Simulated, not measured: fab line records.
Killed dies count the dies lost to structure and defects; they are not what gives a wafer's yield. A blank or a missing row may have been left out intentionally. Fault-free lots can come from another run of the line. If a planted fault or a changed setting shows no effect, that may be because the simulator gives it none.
Chamber matching ; flow n5 finfet ; rie diel-03 running N5_BEOL_M9_ETCH_66: 4 sister chambers
The step etches SOC in N2/H2, target depth 80 nm, overetch 16 nm, time 120 s. 4 wafers are shown with their chamber, then 11 later ones without.

## WAFERS PAIRED WITH THEIR CHAMBERS
wafer;chamber;drypump motor current A (A)
L089.3;2;5.5
L089.5;0;6.4
L089.6;3;5.6
L092.1;1;6.1

## WAFERS WHOSE CHAMBER IS MISSING
wafer;drypump motor current A (A)
L092.2;5.5
L092.3;5.6
L092.4;6.4
L092.5;5.6
L092.6;6.4
L094.1;5.4
L094.3;6.0
L094.4;5.5
L097.2;6.0
L097.5;5.6
L097.6;5.5

## WHICH CHAMBER EACH WENT THROUGH
wafer;from the rows above;in truth
L092.2;can't be placed: 2 or 3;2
L092.3;can't be placed: 3 or 2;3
L092.4;0;0
L092.5;can't be placed: 3 or 2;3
L092.6;0;0
L094.1;can't be placed: 2 or 3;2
L094.3;1;1
L094.4;can't be placed: 2 or 3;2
L097.2;1;1
L097.5;can't be placed: 3 or 2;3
L097.6;can't be placed: 2 or 3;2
Correctly placed: 4 of 11. Can't be placed from these rows: 7 (the true chamber is among the candidates in 7). Number placed wrongly: 0.
How it was worked out, from the rows above alone: a wafer's distance from a chamber is the root of the sum, over the readings, of the square of ((its reading less the chamber's mean) divided by the reading's scatter). If the next closest chamber is less than 2 further off than the closest, the wafer can't be placed; otherwise it belongs to the closest. The mean given for a chamber averages the wafers shown for that chamber. The scatter: with one shown wafer a chamber, the root of the mean of the squares of how far each hidden wafer lies from its nearest shown one.
